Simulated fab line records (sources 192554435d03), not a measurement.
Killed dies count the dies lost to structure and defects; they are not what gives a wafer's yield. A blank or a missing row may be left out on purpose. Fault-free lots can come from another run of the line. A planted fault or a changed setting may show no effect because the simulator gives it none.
fab line records | flow n5-finfet
record lots=11 wafers=33 last-day=16
route steps=1938 shown DUMMY_GATE@249 SD_EPI_N@272 BEOL_M4@1111 PASSIVATION@1936
lots that met no fault: taken from a fault-free run of the same line
start-h: hours from the record's first day to the start of the lot's first wafer shown | wait-h: hours since the lot's step before | " same as the row above | L1.1+2: one row covering several wafers at once | - no value present, or no start provided | * or withheld: withheld | < > ~ a bound
route shown NAME@n: NAME is a module with steps in the file, n the number in the route of the first one | usual: mean/standard deviation of fault-free wafers | same: alike in all rows | chamber/n: place in a boat | sites: per-site readings | _std_site: standard deviation of those values | _edge_site: inner sites' mean taken away from outer sites' mean | radius-mm: for every site, how far away it sits from the centre of the wafer | mask NAME#n: copy n | behind: the last tool/chamber to shape the wafer | hold: why the lot was held/for how many hours/how that ended | device: the transistor (n, p or np) that didn't switch | end of line: the tests these same wafers got at the end of their route | a step given without rows: its recipe and nothing more | killed: at the first sort, the dies lost to defects and structure; wafer yield is something else | map: shows each die of a wafer: x if killed, . if not, _ if none is there
set.NAME: the setting that was run; set.NAME@STEP: the one run at that earlier step | model.NAME: the simulator's own value behind a step, which no gauge read
steps of the route over a sample of lots; a table a step, a row a wafer
services: from which hour (start-h, from the record's first day; less than 0 if before it) a tool's chamber was out of use, for how many hours, and why
## steps
# step N5_DUMMY_GATE_CD_MEAS_24
# recipe target-cd-nm=15
# usual cd-nm=14.9/0.58
# columns lot.wafer tool chamber start-h wait-h cd-nm
L423.3 cd-sem-01 - 48.09 0.1 15.0
L423.4 " - " " 14.6
L423.5 " - " " 15.4
L424.2 cd-sem-01 - 55.88 0.1 15.8
L424.3 " - " " 15.4
L424.5 " - " " 16.3
L427.2 cd-sem-02 - 71.57 0.1 15.3
L427.5 " - " " 15.2
L427.6 " - " " 14.5
L428.1 cd-sem-03 - 79.36 0.1 14.8
L428.2 " - " " 16.0
L428.3 " - " " 15.5
L429.2 cd-sem-03 - 82.90 0.1 15.1
L429.5 " - " " 14.1
L429.6 " - " " 15.6
L431.2 cd-sem-01 - 94.06 0.1 14.9
L431.3 " - " " 14.6
L431.5 " - " " 14.8
L435.4 cd-sem-03 - 125.99 0.1 14.9
L435.5 " - " " 14.4
L435.6 " - " " 15.8
L437.2 cd-sem-01 - 134.26 0.1 15.2
L437.4 " - " " 15.1
L437.6 " - " " 15.6
L442.1 cd-sem-01 - 161.43 0.1 14.5
L442.2 " - " " 14.9
L442.5 " - " " 13.6
L443.1 cd-sem-01 - 167.98 0.1 14.2
L443.2 " - " " 15.3
L443.4 " - " " 15.9
L444.1 cd-sem-03 - 175.48 0.1 14.1
L444.3 " - " " 14.6
L444.4 " - " " 13.8
# step N5_SD_EPI_N_INSPECT_11
# recipe mode=adi inspect-instrument=macro
# usual raw-defect-count=2.2/1.5
# columns lot.wafer tool chamber start-h wait-h raw-defect-count
L423.3 defect-inspect-01 - 49.86 0.0 3
L423.4 " - " " 1
L423.5 " - " " 3
L424.2 defect-inspect-01 - 57.37 0.0 1
L424.3 " - " " 1
L424.5 " - " " 2
L427.2 defect-inspect-01 - 72.78 0.0 2
L427.5 " - " " 3
L427.6 " - " " 2
L428.1 defect-inspect-01 - 80.84 0.0 2
L428.2 " - " " 4
L428.3 " - " " 2
L429.2 defect-inspect-01 - 84.63 0.0 3
L429.5 " - " " 2
L429.6 " - " " 1
L431.2 defect-inspect-02 - 95.42 0.0 2
L431.3 " - " " 3
L431.5 " - " " 1
L435.4 defect-inspect-01 - 129.65 0.0 3
L435.5 " - " " 3
L435.6 " - " " 0
L437.2 defect-inspect-01 - 135.61 0.0 4
L437.4 " - " " 3
L437.6 " - " " 2
L442.1 defect-inspect-01 - 162.65 0.0 0
L442.2 " - " " 3
L442.5 " - " " 5
L443.1 defect-inspect-02 - 169.57 0.0 0
L443.2 " - " " 2
L443.4 " - " " 1
L444.1 defect-inspect-01 - 176.83 0.0 2
L444.3 " - " " 2
L444.4 " - " " 3
# step N5_SD_EPI_N_WET_ETCH_43
# recipe chemistry=dHF dilution=withheld time-s=14 target=SiO2 target-depth-a=15 temp-c=25
# usual temp-c=24.99/0.11 time-s=14/0
# columns lot.wafer tool chamber start-h wait-h temp-c time-s
L423.3 wet-bench-04 1 50.99 - 25.04 14
L423.4 " 4 " " 25.02 14
L423.5 " 5 " " 25.06 14
L424.2 wet-bench-04 4 58.27 - 24.94 14
L424.3 " 3 " " 24.89 14
L424.5 " 5 " " 24.95 14
L427.2 wet-bench-04 7 73.75 - 25.13 14
L427.5 " 1 " " 24.92 14
L427.6 " 2 " " 25.01 14
L428.1 wet-bench-01 1 81.75 - 25.05 14
L428.2 " 4 " " 25.02 14
L428.3 " 7 " " 25.16 14
L429.2 wet-bench-02 5 85.80 - 25.06 14
L429.5 " 4 " " 24.87 14
L429.6 " 6 " " 25.07 14
L431.2 wet-bench-01 0 96.33 - 24.95 14
L431.3 " 7 " " 24.92 14
L431.5 " 3 " " 25.04 14
L435.4 wet-bench-01 0 130.61 - 24.95 14
L435.5 " 2 " " 24.96 14
L435.6 " 1 " " 25.09 14
L437.2 wet-bench-02 3 136.51 - 25.05 14
L437.4 " 7 " " 24.82 14
L437.6 " 5 " " 24.95 14
L442.1 wet-bench-02 1 163.79 - - -
L442.2 " 6 " " - -
L442.5 " 7 " " - -
L443.1 wet-bench-02 7 170.81 - - -
L443.2 " 3 " " - -
L443.4 " 0 " " - -
L444.1 wet-bench-02 6 177.74 - - -
L444.3 " 0 " " - -
L444.4 " 3 " " - -
# step N5_SD_EPI_N_INSPECT_26
# recipe inspect-instrument=darkfield mode=post-epi
# usual raw-defect-count=201/39
# columns lot.wafer tool chamber start-h wait-h raw-defect-count
L423.3 defect-inspect-01 - 54.08 0.1 223
L423.4 " - " " 225
L423.5 " - " " 211
L424.2 defect-inspect-01 - 62.09 0.1 176
L424.3 " - " " 187
L424.5 " - " " 171
L427.2 defect-inspect-02 - 78.55 0.1 181
L427.5 " - " " 193
L427.6 " - " " 268
L428.1 defect-inspect-02 - 85.57 0.1 164
L428.2 " - " " 232
L428.3 " - " " 256
L429.2 defect-inspect-01 - 90.14 0.1 227
L429.5 " - " " 189
L429.6 " - " " 162
L431.2 defect-inspect-02 - 100.43 0.1 162
L431.3 " - " " 220
L431.5 " - " " 212
L435.4 defect-inspect-02 - 133.78 0.1 158
L435.5 " - " " 189
L435.6 " - " " 148
L437.2 defect-inspect-02 - 139.83 0.2 156
L437.4 " - " " 171
L437.6 " - " " 205
L442.1 defect-inspect-01 - 166.87 0.1 277
L442.2 " - " " 218
L442.5 " - " " 234
L443.1 defect-inspect-02 - 173.89 0.1 185
L443.2 " - " " 180
L443.4 " - " " 210
L444.1 defect-inspect-02 - 181.38 0.1 188
L444.3 " - " " 222
L444.4 " - " " 185
# step N5_BEOL_M4_RC_MEAS_101
# usual DIBL_N=36.0/2.5 DIBL_P=36.3/2.8 IOFF_N=0.16/0.042 IOFF_N_LONG=5.47e-05/2.5e-06 IOFF_P=0.21/0.045 ION_N=673/15 ION_P=463/8.1 SS_N=71.4/0.73 SS_P=73.3/0.92 VT_N=251/4.1 VT_P=-250/3.4
# columns lot.wafer tool chamber start-h wait-h DIBL_N[mV/V] DIBL_P[mV/V] IOFF_N[nA/um] IOFF_N_LONG[nA/um] IOFF_P[nA/um] ION_N[uA/um] ION_P[uA/um] SS_N[mV/dec] SS_P[mV/dec] VT_N[mV] VT_P[mV]
L423.3 prober-01 0 162.75 0.3 41.9 41.1 0.28 5.55e-05 0.38 698 477 73.4 74.9 242 -241
L423.4 " 0 " " 36.1 35.2 0.14 5.48e-05 0.23 668 467 71.5 73.1 252 -250
L423.5 " 0 " " 36.1 33.6 0.14 5.69e-05 0.22 670 465 70.6 72.8 251 -248
L424.2 prober-02 0 173.38 0.2 33.3 32.8 0.12 5.62e-05 0.16 678 463 70.7 72.5 253 -254
L424.3 " 0 " " 35.8 35.1 0.15 5.76e-05 0.18 681 459 70.5 73.2 251 -255
L424.5 " 0 " " 31.7 30.5 0.10 5.74e-05 0.13 659 453 69.4 71.0 256 -257
L427.2 prober-02 0 178.65 0.2 34.0 31.3 0.11 5.43e-05 0.17 674 465 70.7 72.5 255 -250
L427.5 " 0 " " 36.4 34.6 0.15 5.66e-05 0.22 686 474 71.3 73.6 248 -246
L427.6 " 0 " " 36.0 34.5 0.13 5.31e-05 0.22 657 462 71.7 73.2 252 -245
L428.1 prober-01 0 195.75 0.0 37.0 38.0 0.18 5.39e-05 0.22 679 462 71.9 74.2 247 -251
L428.2 " 0 " " 32.8 33.0 0.11 5.39e-05 0.16 667 458 70.5 72.3 255 -254
L428.3 " 0 " " 33.5 33.6 0.11 5.4e-05 0.16 654 454 70.8 73.0 255 -252
L429.2 prober-01 0 201.20 0.2 34.9 36.7 0.14 5.5e-05 0.19 651 447 70.6 73.5 250 -250
L429.5 " 0 " " 38.7 41.8 0.22 5.6e-05 0.27 687 470 72.4 75.0 247 -250
L429.6 " 0 " " 33.5 35.7 0.13 5.6e-05 0.19 681 466 71.0 72.7 251 -251
L431.2 prober-01 0 213.67 0.2 36.0 36.3 0.17 5.43e-05 0.19 679 455 71.6 74.0 248 -254
L431.3 " 0 " " 37.7 38.7 0.19 5.24e-05 0.24 670 459 72.0 74.3 248 -252
L431.5 " 0 " " 36.6 37.0 0.18 5.34e-05 0.20 675 452 71.2 74.5 246 -252
L435.4 prober-02 0 239.46 0.5 30.8 31.1 0.09 5.28e-05 0.16 657 466 70.4 72.1 257 -253
L435.5 " 0 " " 34.9 35.5 0.13 5.2e-05 0.21 655 456 70.5 73.3 256 -249
L435.6 " 0 " " 32.7 31.7 0.12 5.58e-05 0.16 680 467 70.7 72.5 252 -253
L437.2 prober-01 0 249.12 0.2 33.0 35.4 0.12 5.49e-05 0.20 666 469 70.3 72.3 253 -247
L437.4 " 0 " " 38.1 41.2 0.22 5.45e-05 0.30 678 467 71.6 74.2 245 -243
L437.6 " 0 " " 33.3 35.6 0.13 5.57e-05 0.20 676 474 70.8 72.5 253 -247
L443.1 prober-02 0 281.25 0.0 36.0 37.6 0.14 7.46e-05 0.23 674 467 71.3 73.4 252 -247
L443.2 " 0 " " 35.7 37.1 0.13 7.12e-05 0.23 654 459 71.0 73.1 252 -248
L443.4 " 0 " " 35.7 38.0 0.16 7.23e-05 0.25 680 473 71.4 74.0 248 -245
L442.1 prober-02 0 287.84 0.0 37.0 37.4 0.14 6.83e-05 0.20 662 454 71.3 73.2 251 -253
L442.2 " 0 " " 36.7 36.8 0.14 6.8e-05 0.19 663 452 71.0 72.4 253 -254
L442.5 " 0 " " 40.5 42.1 0.20 6.68e-05 0.28 671 463 72.8 73.5 250 -248
L444.1 prober-01 0 292.84 0.0 38.1 39.9 0.21 7.65e-05 0.25 684 460 72.7 74.0 246 -250
L444.3 " 0 " " 34.4 35.2 0.14 7.82e-05 0.18 662 452 71.3 73.2 255 -254
L444.4 " 0 " " 37.3 38.7 0.18 7.58e-05 0.23 686 466 72.4 74.3 252 -251
# step N5_PASSIVATION_PROBE_49
# usual defect-limited-yield=91.0/1.4 killed_at_M0_to_M3=36/11 killed_at_M4_up=13/5.4 killed-at-contacts=12/6.4 killed-at-front-end=41/13 killed-at-other=2.9/2.3 killed-dies=106/17 killed-open=70/12 killed-short=34/8.4 sort_bin_4_leakage=0.01/0.057 sort_bin_5_function=5.2/1 sort_bin_6_memory=3.4/0.63 sort-n-pass=1074/18 sort-yield-pct=91.0/1.6
# same gross-dies=1180 killed-at-back-side=0 sort_bin_8_speed[%]=0
# columns lot.wafer tool chamber start-h wait-h defect-limited-yield[%] killed_at_M0_to_M3 killed_at_M4_up killed-at-contacts killed-at-front-end killed-at-other killed-dies killed-open killed-short sort_bin_4_leakage[%] sort_bin_5_function[%] sort_bin_6_memory[%] sort-n-pass sort-yield-pct[%]
L424.2 prober-02 - 275.20 0.1 92.5 41 14 9 21 4 89 56 33 0 4.2 3.3 1091 92.5
L424.3 prober-02 - 275.25 0.1 92.6 25 9 17 33 3 87 51 31 0 3.5 3.5 1093 92.6
L424.5 prober-02 - 275.35 0.2 92.8 32 18 6 28 1 85 63 22 0 4.7 2.4 1095 92.8
L435.4 prober-01 - 339.68 0.2 92.5 31 5 20 30 3 89 61 27 0 4.2 3.0 1091 92.5
L437.2 prober-02 - 351.47 0.1 91.8 23 9 20 42 3 97 62 35 0 4.3 3.9 1083 91.8
L442.1 prober-01 - 386.64 0.0 89.3 36 7 33 50 0 126 77 49 0 6.7 3.6 1054 89.3
L442.2 prober-01 - 386.69 0.1 91.2 29 7 16 48 4 104 73 29 0 4.9 3.7 1076 91.2
L442.5 prober-01 - 386.84 0.2 90.6 43 9 18 41 0 111 74 34 0 5.6 3.6 1069 90.6
# killed by level:class
L424.2 BEOL_M0_SAQP:geometric-particle:open=15 BEOL_M0_SAQP:geometric-particle:short=15 MOL_CONTACT_COAG:geometric-particle:open=8 FIN_SAQP:geometric-particle:open=5 BEOL_M1:geometric-particle:open=5 BEOL_M4:geometric-particle:open=5 STI_FIN_REVEAL:geometric-particle:open=4 GATE_CUT:geometric-particle:short=3
L424.3 MOL_CONTACT_COAG:geometric-particle:open=14 BEOL_M0_SAQP:geometric-particle:open=6 DUMMY_GATE:geometric-particle:open=5 GATE_CUT:geometric-particle:short=5 BEOL_M2:geometric-particle:open=5 BEOL_M0_SAQP:geometric-particle:short=4 BEOL_M1:geometric-particle:open=4 BEOL_M3:geometric-particle:open=4
L424.5 FIN_SAQP:geometric-particle:open=12 BEOL_M3:geometric-particle:open=10 BEOL_M0_SAQP:geometric-particle:open=7 MOL_CONTACT_COAG:geometric-particle:open=6 BEOL_M2:geometric-particle:open=6 BEOL_M4:geometric-particle:open=6 BEOL_M6:geometric-particle:open=5 FIN_SAQP:geometric-particle:short=4
L435.4 MOL_CONTACT_COAG:geometric-particle:open=16 BEOL_M0_SAQP:geometric-particle:open=11 FIN_SAQP:geometric-particle:open=5 BEOL_M0:geometric-particle:open=5 STI_FIN_REVEAL:geometric-particle:open=4 DUMMY_GATE:geometric-particle:open=4 MOL_CONTACT_COAG:geometric-particle:short=4 BEOL_M0_SAQP:geometric-particle:short=4
L437.2 MOL_CONTACT_COAG:geometric-particle:open=16 STI_FIN_REVEAL:geometric-particle:open=10 BEOL_M0_SAQP:geometric-particle:short=8 FIN_SAQP:geometric-particle:short=7 GATE_CUT:geometric-particle:short=6 STARTING-WAFER:geometric-particle:open=6 FIN_SAQP:geometric-particle:open=5 MOL_CONTACT_COAG:geometric-particle:short=4
L442.1 MOL_CONTACT_COAG:geometric-particle:open=21 MOL_CONTACT_COAG:geometric-particle:short=12 FIN_SAQP:geometric-particle:open=9 FIN_SAQP:geometric-particle:short=9 STI_FIN_REVEAL:geometric-particle:open=8 BEOL_M2:geometric-particle:open=8 BEOL_M0_SAQP:geometric-particle:short=6 BEOL_M1:geometric-particle:open=6
L442.2 MOL_CONTACT_COAG:geometric-particle:open=12 BEOL_M2:geometric-particle:open=11 FIN_SAQP:geometric-particle:short=10 FIN_SAQP:geometric-particle:open=9 STI_FIN_REVEAL:geometric-particle:open=7 BEOL_M3:geometric-particle:open=7 DUMMY_GATE:geometric-particle:open=5 ILD0:geometric-particle:open=4
L442.5 MOL_CONTACT_COAG:geometric-particle:open=14 STI_FIN_REVEAL:geometric-particle:open=11 BEOL_M2:geometric-particle:open=10 FIN_SAQP:geometric-particle:open=8 BEOL_M3:geometric-particle:short=7 BEOL_M3:geometric-particle:open=7 BEOL_M0_SAQP:geometric-particle:open=5 BEOL_M2:geometric-particle:short=5
## services
# columns tool chamber start-h hours kind
wet-bench-04 - 47.47 0.9 repair
## key
first-sign step=N5_SD_EPI_N_WET_ETCH_43 reading=tool-record direction=missing
effect step=N5_BEOL_M4_RC_MEAS_101 reading=IOFF_N_LONG direction=up sigmas=7.1 usual=5.47e-05 struck=7.24e-05
met-at N5_SD_EPI_N_WET_ETCH_43
struck-lots L442,L443,L444
not-acting-at N5_DUMMY_GATE_CD_MEAS_24,N5_SD_EPI_N_INSPECT_11,N5_SD_EPI_N_INSPECT_26
onset-between 136.51 163.79
fault kind=skipped-step-whole tool=wet-bench-02 chamber=- onset-h=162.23 steps=N5_SD_EPI_N_WET_ETCH_43 scope=struck-lots-only
